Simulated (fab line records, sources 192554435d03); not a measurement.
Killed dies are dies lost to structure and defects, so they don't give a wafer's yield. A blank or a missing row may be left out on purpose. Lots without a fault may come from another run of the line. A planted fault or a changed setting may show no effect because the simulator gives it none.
fab line records | flow n5_finfet
record lots=7 wafers=21 last_day=17
route steps=1938 shown BEOL_M1@762 BEOL_M4@1111
lots that met no fault: from a run of the same line without faults
start_h: hours from the record's first day to the start of the lot's first wafer shown | wait_h: hours since the lot's step before | " the same as in the row above | L1.1+2: a row that stands for several wafers | - no value, or no start given | * or withheld: withheld | < > ~ a bound
route shown NAME@n: a module of which the file shows steps, and the number in the route of the first | usual: mean/standard deviation of fault-free wafers | same: alike in all rows | chamber/n: place in a boat | sites: the reading at each site | _std_site: their standard deviation | _edge_site: outer sites' mean less inner sites' | radius_mm: how far each site lies from the wafer's centre | mask NAME#n: copy n | behind: the tool/chamber that last shaped the wafer | hold: why the lot was held/for how many hours/how that ended | device: the transistor (n, p or np) that didn't switch | end of line: the same wafers' tests at the end of the route | a step without rows: its recipe alone | killed: dies lost to structure and defects at the first sort, not the wafer's yield | map: a wafer's dies, x killed, . not, _ none there
set.NAME: the setting as run; set.NAME@STEP: as run at that earlier step | model.NAME: the simulator's own value behind a step, which no gauge read
lots at some steps of the route; a table a step, a row a wafer
services: from which hour (start_h, from the record's first day; less than 0 if before it) a tool's chamber was out of use, for how many hours, and why
## steps
# step N5_BEOL_M1_PEB_09
# recipe peb_temp_c=100 peb_time_s=60 resist=CAR-EUV
# step N5_BEOL_M1_DEVELOP_10
# recipe develop_time_s=30 developer=TMAH resist=CAR-EUV rinse_liquid=surfactant_rinse dry=air_spin dev_temp_c=23
# step N5_BEOL_M1_CD_MEAS_11
# recipe target_cd_nm=17.05 landing_energy_ev=500 detector=se_inlens polarity=opening
# usual cd_nm=17.15/0.24
# columns lot.wafer tool chamber start_h wait_h cd_nm
L889.2 cd_sem-01 0 121.85 - 17.26
L889.3 " 0 " " 17.13
L889.5 " 0 " " 17.37
L896.2 cd_sem-01 0 164.21 - 16.88
L896.3 " 0 " " 16.75
L896.4 " 0 " " 17.13
L897.2 cd_sem-01 0 169.13 - 17.62
L897.3 " 0 " " 17.47
L897.5 " 0 " " 17.18
L898.1 cd_sem-03 0 173.50 - 17.15
L898.3 " 0 " " 16.64
L898.5 " 0 " " 17.06
L907.3 cd_sem-02 0 230.50 - 17.11
L907.4 " 0 " " 17.19
L907.6 " 0 " " 17.38
L911.2 cd_sem-01 0 252.92 - 17.11
L911.3 " 0 " " 17.26
L911.6 " 0 " " 17.21
L912.1 cd_sem-01 0 257.61 - 17.13
L912.3 " 0 " " 16.70
L912.6 " 0 " " 17.28
# step N5_BEOL_M1_OVL_MEAS_12
# recipe points_per_wafer=522
# usual M1_OVL=0.2/0.6
# columns lot.wafer tool chamber start_h wait_h M1_OVL[nm]
L889.2 overlay-01 0 121.89 0.0 -0.8
L889.3 " 0 " " -0.2
L889.5 " 0 " " 0.4
L896.2 overlay-02 0 164.25 0.0 -0.3
L896.3 " 0 " " 0.3
L896.4 " 0 " " 0.2
L897.2 overlay-01 0 169.17 0.0 0.0
L897.3 " 0 " " 1.1
L897.5 " 0 " " 0.9
L898.1 overlay-02 0 173.53 0.0 1.0
L898.3 " 0 " " 0.6
L898.5 " 0 " " -0.2
L907.3 overlay-01 0 230.54 0.0 0.4
L907.4 " 0 " " 0.4
L907.6 " 0 " " 0.1
L911.2 overlay-02 0 252.95 0.0 0.5
L911.3 " 0 " " 0.4
L911.6 " 0 " " 0.3
L912.1 overlay-01 0 257.64 0.0 -0.4
L912.3 " 0 " " 0.1
L912.6 " 0 " " -0.1
# step N5_BEOL_M1_INSPECT_13
# recipe mode=adi inspect_instrument=brightfield
# usual raw_defect_count=373/81
# columns lot.wafer tool chamber start_h wait_h raw_defect_count
L889.2 defect_inspect-01 - 121.94 0.0 332
L889.3 " - " " 318
L889.5 " - " " 331
L896.2 defect_inspect-01 - 164.30 0.0 316
L896.3 " - " " 311
L896.4 " - " " 222
L897.2 defect_inspect-02 - 169.22 0.0 498
L897.3 " - " " 381
L897.5 " - " " 299
L898.1 defect_inspect-01 - 173.58 0.1 362
L898.3 " - " " 342
L898.5 " - " " 335
L907.3 defect_inspect-01 - 230.59 0.0 281
L907.4 " - " " 284
L907.6 " - " " 337
L911.2 defect_inspect-01 - 253.01 0.0 449
L911.3 " - " " 470
L911.6 " - " " 407
L912.1 defect_inspect-01 - 257.70 0.1 331
L912.3 " - " " 304
L912.6 " - " " 435
# step N5_BEOL_M1_DESCUM_16
# recipe chemistry=O2 time_s=7 source_power_w=50 bias_power_w=20 pressure_mtorr=20 rf_frequency_hz=2.712e+07 temp_c=40 resist=CAR-EUV o2_flow_sccm=225
# usual bias_power_w=19.99/0.061 chamber_pressure_mTorr=19.998/0.018 drypump_motor_current_A=5.85/0.22 oes_product_au=0.77/0.085 rf_vpp_V=243.0/1.5 showerhead_plenum_p_Torr=2.09/0.088 throttle_valve_pct=20.57/0.21
# columns lot.wafer tool chamber start_h wait_h bias_power_w chamber_pressure_mTorr drypump_motor_current_A oes_product_au rf_hours_counter_h rf_vpp_V showerhead_plenum_p_Torr throttle_valve_pct
L889.2 rie_diel-05 0 121.97 0.0 19.97 20.010 5.80 0.69 209 243.7 2.07 20.83
L889.3 " 3 " " 20.04 19.973 5.99 0.76 133 241.9 2.01 20.58
L889.5 " 1 " " 19.97 20.010 5.67 0.70 - 242.3 2.08 20.51
L896.2 rie_diel-05 1 164.33 0.0 19.99 19.960 5.68 0.68 236 242.2 2.07 20.54
L896.3 " 2 " " 20.14 19.978 5.82 0.88 51 244.6 2.23 20.62
L896.4 " 0 " " 19.96 20.028 5.80 0.69 222 242.8 2.07 20.84
L897.2 rie_diel-03 3 169.36 0.1 20.01 20.015 5.78 0.68 250 241.8 1.98 20.57
L897.3 " 0 " " 19.91 19.991 6.28 0.73 173 243.0 2.09 20.75
L897.5 " 0 " " 19.97 20.011 6.27 0.73 - 242.7 2.09 20.76
L898.1 rie_diel-04 1 173.76 0.2 20.01 20.001 6.02 0.84 77 243.9 2.03 20.16
L898.3 " 3 " " 19.96 19.948 6.21 0.75 174 242.0 2.08 20.71
L898.5 " 1 " " 19.94 19.975 6.01 0.86 - 242.6 2.03 20.17
L907.3 rie_diel-05 0 230.73 0.1 20.10 20.002 5.83 0.68 243 241.6 2.06 20.88
L907.4 " 0 " " 20.08 19.993 5.82 0.67 - 243.2 2.06 20.87
L907.6 " 3 " " 20.07 20.003 6.00 0.74 - 241.4 2.00 20.60
L911.2 rie_diel-03 2 253.04 0.0 19.96 19.968 5.69 0.75 176 245.0 2.18 20.65
L911.3 " 1 " " 20.01 20.036 5.57 0.74 197 241.0 2.00 20.57
L911.6 " 2 " " 19.93 19.993 5.69 0.74 - 243.6 2.18 20.66
L912.1 rie_diel-05 2 257.73 0.0 20.01 19.992 5.81 0.84 83 246.3 2.22 20.66
L912.3 " 1 " " 19.96 20.018 5.68 0.97 9 244.2 2.07 20.16
L912.6 " 1 " " 19.95 20.005 5.68 0.96 - 241.7 2.07 20.17
# step N5_BEOL_M1_ETCH_74
# recipe chemistry=N2/H2 target=underlayer target_depth_a=65 mask_material=CAR-EUV time_s=5.2 ion_energy_ev=200 pressure_mtorr=30 source_w=840 bias_w=150 n2_flow_sccm=200 h2_flow_sccm=200 ends=cleared
# step N5_BEOL_M1_ETCH_63
# recipe chemistry=CF4 target=SiARC target_depth_a=156 mask_material=CAR-EUV time_s=26 ion_energy_ev=80 pressure_mtorr=40 source_w=545 bias_w=36 Ar_flow_sccm=100 cf4_flow_sccm=100 ends=cleared
# usual chamber_pressure_mTorr=40.01/0.08 drypump_motor_current_A=5.85/0.22 etch_rf_on_time_s=25.9/0.39 oes_product_au=0.66/0.072 rf_vpp_V=184.1/1.4 showerhead_plenum_p_Torr=2.14/0.08 throttle_valve_pct=15.73/0.22
# columns lot.wafer tool chamber start_h wait_h chamber_pressure_mTorr drypump_motor_current_A etch_rf_on_time_s oes_product_au rf_hours_counter_h rf_vpp_V showerhead_plenum_p_Torr throttle_valve_pct
L889.2 rie_diel-05 0 122.02 0.0 40.03 5.81 26.0 0.60 209 184.1 2.12 16.01
L889.3 " 3 " " 40.02 6.00 26.0 0.65 133 180.5 2.06 15.77
L889.5 " 1 " " 39.97 5.67 26.3 0.60 - 185.0 2.13 15.70
L896.2 rie_diel-05 1 164.39 0.0 40.03 5.66 26.3 0.59 237 183.8 2.12 15.72
L896.3 " 2 " " 40.04 5.83 25.2 0.76 51 185.0 2.27 15.65
L896.4 " 0 " " 40.01 5.83 25.8 0.59 222 183.6 2.12 16.04
L897.2 rie_diel-03 3 169.42 0.0 40.03 5.78 26.0 0.58 250 183.0 2.02 15.75
L897.3 " 0 " " 40.00 6.28 25.9 0.62 173 182.9 2.13 15.83
L897.5 " 0 " " 39.99 6.27 25.9 0.62 - 185.7 2.13 15.84
L898.1 rie_diel-04 1 173.81 0.0 39.95 6.01 26.3 0.71 77 181.8 2.08 15.33
L898.3 " 3 " " 39.98 6.21 26.0 0.63 174 183.5 2.14 15.91
L898.5 " 1 " " 39.98 6.01 26.2 0.71 - 183.7 2.08 15.32
L907.3 rie_diel-05 0 230.78 0.0 40.01 5.78 26.4 0.58 243 183.7 2.11 16.07
L907.4 " 0 " " 39.94 5.81 26.1 0.58 - 183.6 2.11 16.08
L907.6 " 3 " " 39.98 6.01 26.3 0.62 - 183.7 2.05 15.82
L911.2 rie_diel-03 2 253.09 0.0 40.03 5.71 26.1 0.64 176 185.3 2.21 15.75
L911.3 " 1 " " 40.01 5.62 25.6 0.63 197 183.5 2.06 15.85
L911.6 " 2 " " 40.01 5.74 25.8 0.63 - 186.1 2.21 15.77
L912.1 rie_diel-05 2 257.79 0.0 40.00 5.83 25.2 0.72 83 186.1 2.26 15.72
L912.3 " 1 " " 40.04 5.69 25.9 0.82 9 183.5 2.12 15.28
L912.6 " 1 " " 40.04 5.68 25.8 0.81 - 184.0 2.12 15.27
# step N5_BEOL_M1_ETCH_64
# recipe chemistry=N2/H2 target=SOC target_depth_a=750 overetch_a=150 mask_material=SiARC temp_c=40 time_s=112.5 ion_energy_ev=200 pressure_mtorr=30 source_w=840 bias_w=150 n2_flow_sccm=200 h2_flow_sccm=200
# usual chamber_pressure_mTorr=30.002/0.026 drypump_motor_current_A=5.85/0.22 oes_product_au=0.61/0.063 rf_vpp_V=523.5/3 showerhead_plenum_p_Torr=2.53/0.1 throttle_valve_pct=17.95/0.22
# columns lot.wafer tool chamber start_h wait_h chamber_pressure_mTorr drypump_motor_current_A oes_product_au rf_hours_counter_h rf_vpp_V showerhead_plenum_p_Torr throttle_valve_pct
L889.2 rie_diel-05 0 122.05 0.0 30.000 5.82 0.57 209 522.5 2.52 18.20
L889.3 " 3 " " 29.985 6.01 0.61 133 520.6 2.44 17.84
L889.5 " 1 " " 29.993 5.68 0.56 - 523.0 2.51 17.91
L896.2 rie_diel-05 1 164.41 0.0 29.985 5.67 0.55 237 523.3 2.51 17.97
L896.3 " 2 " " 30.019 5.81 0.69 51 528.4 2.70 17.97
L896.4 " 0 " " 29.994 5.81 0.55 222 523.6 2.51 18.23
L897.2 rie_diel-03 3 169.44 0.0 29.985 5.78 0.54 250 520.1 2.39 17.94
L897.3 " 0 " " 30.044 6.28 0.58 173 522.8 2.53 18.11
L897.5 " 0 " " 30.071 6.28 0.57 - 524.1 2.53 18.13
L898.1 rie_diel-04 1 173.84 0.0 30.008 6.00 0.67 77 521.5 2.48 17.64
L898.3 " 3 " " 30.020 6.20 0.59 174 522.5 2.54 18.13
L898.5 " 1 " " 30.020 6.03 0.67 - 520.8 2.48 17.65
L907.3 rie_diel-05 0 230.81 0.0 30.012 5.83 0.54 243 521.7 2.50 18.27
L907.4 " 0 " " 30.026 5.83 0.53 - 520.0 2.50 18.26
L907.6 " 3 " " 29.986 6.00 0.58 - 520.2 2.42 17.90
L911.2 rie_diel-03 2 253.12 0.0 30.013 5.69 0.59 177 528.1 2.62 17.91
L911.3 " 1 " " 30.004 5.58 0.58 197 519.8 2.43 18.15
L911.6 " 2 " " 29.977 5.71 0.58 - 526.3 2.62 17.90
L912.1 rie_diel-05 2 257.81 0.0 30.012 5.80 0.65 83 527.5 2.69 18.03
L912.3 " 1 " " 29.998 5.68 0.76 9 522.2 2.50 17.54
L912.6 " 1 " " 29.990 5.67 0.76 - 521.6 2.50 17.54
# step N5_BEOL_M1_STRIP_65
# recipe chemistry=N2/H2 temp_c=40 n2_flow_sccm=200 h2_flow_sccm=200 rf_frequency_hz=6e+07
# step N5_BEOL_M1_STRIP_75
# recipe chemistry=N2/H2 temp_c=40 n2_flow_sccm=200 h2_flow_sccm=200 rf_frequency_hz=6e+07
# step N5_BEOL_M1_STRIP_66
# recipe chemistry=CF4 resist=SiARC power_w=300 bias_power_w=75 pressure_mtorr=50 cf4_flow_sccm=150 rf_frequency_hz=6e+07
# usual bias_power_w=75.03/0.19 chamber_pressure_mTorr=50.00/0.049 drypump_motor_current_A=5.84/0.22 oes_product_au=0.76/0.08 rf_vpp_V=271.1/1.6 showerhead_plenum_p_Torr=1.79/0.066 throttle_valve_pct=13.70/0.24
# columns lot.wafer tool chamber start_h wait_h bias_power_w chamber_pressure_mTorr drypump_motor_current_A oes_product_au rf_hours_counter_h rf_vpp_V showerhead_plenum_p_Torr throttle_valve_pct
L889.2 rie_diel-05 0 122.18 0.0 75.30 49.99 5.80 0.69 209 271.7 1.78 14.00
L889.3 " 3 " " 75.05 49.95 6.00 0.76 133 270.8 1.72 13.70
L889.5 " 1 " " 75.04 50.01 5.66 0.69 - 271.3 1.78 13.70
L896.2 rie_diel-05 1 164.54 0.0 75.17 50.00 5.68 0.68 237 269.7 1.78 13.71
L896.3 " 2 " " 74.76 49.92 5.80 0.86 51 273.8 1.89 13.56
L896.4 " 0 " " 75.08 49.88 5.80 0.69 222 270.2 1.77 14.02
L897.2 rie_diel-03 3 169.57 0.0 75.18 49.93 5.78 0.67 250 270.2 1.69 13.72
L897.3 " 0 " " 74.93 50.04 6.25 0.72 173 271.5 1.78 13.84
L897.5 " 0 " " 75.18 49.93 6.28 0.72 - 271.2 1.78 13.81
L898.1 rie_diel-04 1 173.97 0.0 75.11 50.01 6.00 0.84 77 270.3 1.74 13.27
L898.3 " 3 " " 74.85 50.04 6.21 0.74 174 271.3 1.79 13.89
L898.5 " 1 " " 75.45 49.93 6.03 0.84 - 271.2 1.74 13.28
L907.3 rie_diel-05 0 230.93 0.0 75.10 50.03 5.82 0.67 243 270.6 1.77 14.08
L907.4 " 0 " " 75.15 50.04 5.81 0.68 - 269.2 1.77 14.08
L907.6 " 3 " " 74.97 49.96 6.00 0.73 - 269.7 1.71 13.79
L911.2 rie_diel-03 2 253.25 0.0 75.03 50.05 5.70 0.73 177 272.1 1.86 13.77
L911.3 " 1 " " 75.20 49.98 5.58 0.72 197 270.2 1.73 13.82
L911.6 " 2 " " 75.15 49.89 5.70 0.73 - 271.6 1.86 13.78
L912.1 rie_diel-05 2 257.94 0.0 75.06 49.97 5.81 0.83 83 275.3 1.88 13.64
L912.3 " 1 " " 75.04 49.95 5.65 0.94 9 270.2 1.77 13.19
L912.6 " 1 " " 75.17 50.05 5.66 0.94 - 271.7 1.77 13.20
# step N5_BEOL_M1_HM_OPEN_17
# recipe chemistry=Cl2/BCl3 target_depth_a=200 overetch_a=60 target=TiN mask_material=SOC ion_energy_ev=150 pressure_mtorr=10 icp_w=1000 bias_w=126 Cl2_flow_sccm=53.25 bcl3_flow_sccm=21.75 Ar_flow_sccm=25
# usual bcl3_flow_sccm=21.75/0.07 bias_w=126.0/0.4 chamber_pressure_mTorr=10.000/0.0096 drypump_motor_current_A=5.5/0.5 oes_product_au=0.66/0.088 throttle_valve_pct=22.16/0.28
# columns lot.wafer tool chamber start_h wait_h bcl3_flow_sccm bias_w chamber_pressure_mTorr drypump_motor_current_A oes_product_au rf_hours_counter_h throttle_valve_pct model.SOC_of_BEOL_M1_COAT_61.thk_nm
L889.2 rie_metal-01 1 122.22 0.0 21.67 125.8 9.987 5.1 0.77 6 22.16 52.4
L889.3 " 0 " " 21.70 126.3 9.985 5.9 0.71 - 22.31 52.8
L889.5 " 0 " " 21.82 125.9 10.006 5.9 0.71 - 22.32 52.6
L896.2 rie_metal-02 0 164.58 0.0 - - - - - - - 60.4
L896.3 " 0 " " - - - - - - - 60.4
L896.4 " 1 " " - - - - - - - 60.4
L897.2 rie_metal-03 1 169.61 0.0 - - - - - - - 59.8
L897.3 " 1 " " - - - - - - - 59.8
L897.5 " 1 " " - - - - - - - 59.8
L898.1 rie_metal-02 1 174.01 0.0 - - - - - - - 59.8
L898.3 " 0 " " - - - - - - - 60
L898.5 " 1 " " - - - - - - - 60
L907.3 rie_metal-01 0 231.00 0.1 21.71 126.0 9.997 5.9 0.67 - 22.34 52
L907.4 " 1 " " 21.80 125.7 9.987 5.1 0.73 - 22.18 51.6
L907.6 " 0 " " 21.83 125.4 9.986 5.9 0.67 - 22.34 52
L911.2 rie_metal-03 1 253.29 0.0 21.80 126.3 9.992 4.8 0.71 23 21.98 51.8
L911.3 " 0 " " 21.73 126.6 9.999 6.4 0.72 - 21.64 52
L911.6 " 1 " " 21.67 126.1 9.991 4.8 0.71 - 21.97 51.6
L912.1 rie_metal-03 0 257.98 0.0 21.51 126.5 9.996 6.4 0.71 17 21.67 52
L912.3 " 1 " " 21.84 126.0 10.024 4.8 0.71 - 21.97 52
L912.6 " 0 " " 21.59 126.4 10.006 6.4 0.70 - 21.67 52.2
# step N5_BEOL_M1_STRIP_19
# recipe chemistry=O2 power_w=400 temp_c=40 pressure_mtorr=30 rf_frequency_hz=6e+07 bias_power_w=0 overash_fraction=0.2 o2_flow_sccm=225
# usual chamber_pressure_mTorr=29.999/0.027 drypump_motor_current_A=5.85/0.23 oes_product_au=0.78/0.084 rf_vpp_V=3.7/0.48 showerhead_plenum_p_Torr=2.08/0.087 throttle_valve_pct=16.75/0.24
# same bias_power_w=0
# columns lot.wafer tool chamber start_h wait_h chamber_pressure_mTorr drypump_motor_current_A oes_product_au rf_hours_counter_h rf_vpp_V showerhead_plenum_p_Torr throttle_valve_pct
L889.2 rie_diel-04 2 122.33 0.1 30.005 5.60 0.70 237 3.8 1.97 16.71
L889.3 " 0 " " 29.996 5.53 0.74 171 3.8 1.99 16.67
L889.5 " 2 " " 29.995 5.60 0.70 - 3.3 1.97 16.71
L896.2 rie_diel-05 0 164.69 0.1 30.008 5.83 0.69 222 3.1 2.07 17.10
L896.3 " 3 " " 29.961 5.98 0.75 146 4.1 2.01 16.84
L896.4 " 1 " " 30.007 5.67 0.69 237 3.8 2.08 16.80
L897.2 rie_diel-04 3 169.73 0.1 30.054 6.21 0.75 172 3.5 2.08 16.95
L897.3 " 0 " " 29.962 5.55 0.73 184 3.7 1.99 16.69
L897.5 " 0 " " 29.997 5.55 0.73 - 3.4 1.99 16.68
L898.1 rie_diel-05 0 174.14 0.1 29.998 5.82 0.69 224 3.7 2.07 17.10
L898.3 " 3 " " 30.023 5.99 0.74 148 2.8 2.01 16.85
L898.5 " 1 " " 29.991 5.67 0.69 - 3.8 2.08 16.79
L907.3 rie_diel-05 3 231.08 0.1 29.975 5.97 0.74 168 4.3 2.00 16.89
L907.4 " 3 " " 29.969 5.97 0.73 - 3.3 2.01 16.90
L907.6 " 2 " " 29.934 5.82 0.86 - 4.0 2.23 16.80
L911.2 rie_diel-05 3 253.40 0.1 29.995 6.02 0.73 176 3.0 2.00 16.91
L911.3 " 1 " " 29.998 5.67 0.97 7 4.1 2.07 16.37
L911.6 " 1 " " 30.012 5.68 0.97 - 4.1 2.07 16.35
L912.1 rie_diel-05 2 258.09 0.1 29.977 5.82 0.84 83 3.7 2.22 16.85
L912.3 " 3 " " 30.008 5.99 0.73 178 3.3 2.00 16.91
L912.6 " 3 " " 30.015 5.98 0.73 - 2.9 2.00 16.90
# step N5_BEOL_M1_CD_MEAS_18
# recipe pitch_nm=36 target_cd_nm=18
# usual cd_nm=18.1/0.34
# columns lot.wafer tool chamber start_h wait_h cd_nm
L889.2 cd_sem-01 - 122.40 0.1 17.6
L889.3 " - " " 18.3
L889.5 " - " " 18.4
L896.2 cd_sem-01 - 164.76 0.1 -
L896.3 " - " " -
L896.4 " - " " -
L897.2 cd_sem-03 - 169.80 0.1 -
L897.3 " - " " -
L897.5 " - " " -
L898.1 cd_sem-01 - 174.21 0.0 -
L898.3 " - " " -
L898.5 " - " " -
L907.3 cd_sem-01 - 231.16 0.1 17.9
L907.4 " - " " 18.3
L907.6 " - " " 17.7
L911.2 cd_sem-01 - 253.47 0.1 18.0
L911.3 " - " " 18.3
L911.6 " - " " 18.1
L912.1 cd_sem-02 - 258.16 0.0 17.8
L912.3 " - " " 17.8
L912.6 " - " " 18.3
# step N5_BEOL_M1_COAT_67
# recipe resist=SOC temp_c=250 time_s=60 spin_rpm=1500 resist_thk_nm=60
# step N5_BEOL_M4_RC_MEAS_101
# usual DIBL_N=36.8/1.5 DIBL_P=37.1/2.1 IOFF_N=0.168/0.03 IOFF_P=0.22/0.034 ION_N=679/12 ION_P=466/8 SS_N=71.7/0.58 SS_P=73.5/0.67 VT_N=248.8/2.7 VT_P=-250/3.3
# columns lot.wafer tool chamber start_h wait_h DIBL_N[mV/V] DIBL_P[mV/V] IOFF_N[nA/um] IOFF_P[nA/um] ION_N[uA/um] ION_P[uA/um] SS_N[mV/dec] SS_P[mV/dec] VT_N[mV] VT_P[mV]
L889.2 prober-02 0 156.34 0.2 39.0 41.5 0.232 0.27 691 472 72.5 74.0 243.9 -248
L889.3 " 0 " " 35.3 36.0 0.143 0.18 669 458 71.6 72.6 251.6 -250
L889.5 " 0 " " 37.3 38.1 0.174 0.21 676 461 71.7 73.1 246.4 -250
L907.3 prober-01 0 268.76 0.3 39.5 39.8 0.219 0.28 721 484 71.9 75.0 243.3 -248
L907.4 " 0 " " 38.2 38.4 0.191 0.25 708 483 72.1 74.7 244.5 -248
L907.6 " 0 " " 36.8 35.6 0.149 0.20 683 468 71.5 72.9 251.1 -250
L911.2 prober-02 0 296.74 0.2 38.0 37.6 0.201 0.27 688 467 72.2 73.3 247.5 -246
L911.3 " 0 " " 34.4 33.6 0.137 0.19 673 464 71.1 72.2 249.0 -251
L911.6 " 0 " " 37.1 36.5 0.189 0.25 692 475 71.8 73.0 245.8 -245
L912.1 prober-01 0 314.51 0.0 36.6 37.8 0.161 0.24 677 472 71.6 73.3 247.9 -245
L912.3 " 0 " " 37.6 37.9 0.165 0.24 670 466 71.9 74.0 251.3 -247
L912.6 " 0 " " 36.5 36.5 0.147 0.22 673 466 71.4 73.2 250.9 -251
## services
# columns tool chamber start_h hours kind
rie_metal-03 - 123.91 0.3 repair
rie_diel-05 2 156.09 5.9 repair
rie_diel-03 - 158.81 0.4 repair
rie_diel-04 2 166.33 - clean
rie_diel-04 2 166.33 - consumable_replace:esc
rie_metal-02 - 166.55 2.8 pm
rie_diel-03 3 173.66 - clean
rie_diel-03 3 173.66 - consumable_replace:focus_ring
rie_diel-03 3 173.66 - consumable_replace:showerhead
rie_diel-03 3 173.66 21.4 scheduled_down
rie_diel-03 3 173.66 21.4 vent_cycle
rie_metal-01 1 176.03 10.8 repair
rie_metal-03 0 196.89 10.6 repair
rie_diel-05 1 210.42 - clean
rie_diel-05 1 210.42 - consumable_replace:focus_ring
rie_diel-05 1 210.42 23.2 scheduled_down
rie_diel-05 1 210.42 23.2 vent_cycle
rie_metal-02 0 221.71 10.9 repair
rie_diel-04 - 234.11 1.7 repair
rie_diel-04 0 248.92 19.3 repair
rie_diel-05 0 250.22 - clean
rie_diel-05 0 250.22 - consumable_replace:focus_ring
rie_diel-05 0 250.22 13.9 scheduled_down
rie_diel-05 0 250.22 13.9 vent_cycle
## key
first_sign step=N5_BEOL_M1_HM_OPEN_17 reading=tool_record direction=missing
effect step=N5_BEOL_M1_CD_MEAS_18 reading=cd_nm direction=missing
model_effect step=N5_BEOL_M1_HM_OPEN_17 value=SOC_of_BEOL_M1_COAT_61.thk_nm without=52.13 struck=60.04
met_at N5_BEOL_M1_HM_OPEN_17
struck_wafers L896.2,L896.3,L896.4,L897.2,L897.3,L897.5,L898.1,L898.3,L898.5
later_rows_left_out L896.2,L896.3,L896.4,L897.2,L897.3,L897.5,L898.1,L898.3,L898.5
sort_left_out L896.2,L896.3,L896.4,L897.2,L897.3,L897.5,L898.1,L898.3,L898.5
fault kind=skipped_step_whole tool=rie_metal-02,rie_metal-03 chamber=- onset_h=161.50 steps=N5_BEOL_M1_HM_OPEN_17 scope=struck_lots_only
# sort_left_out: the simulated sort isn't trusted on such a fault, so these wafers' sort isn't shown, and their yield isn't known
# later_rows_left_out: the simulator's readings of these wafers behind a module that went badly wrong aren't trusted and aren't shown, but for the sort
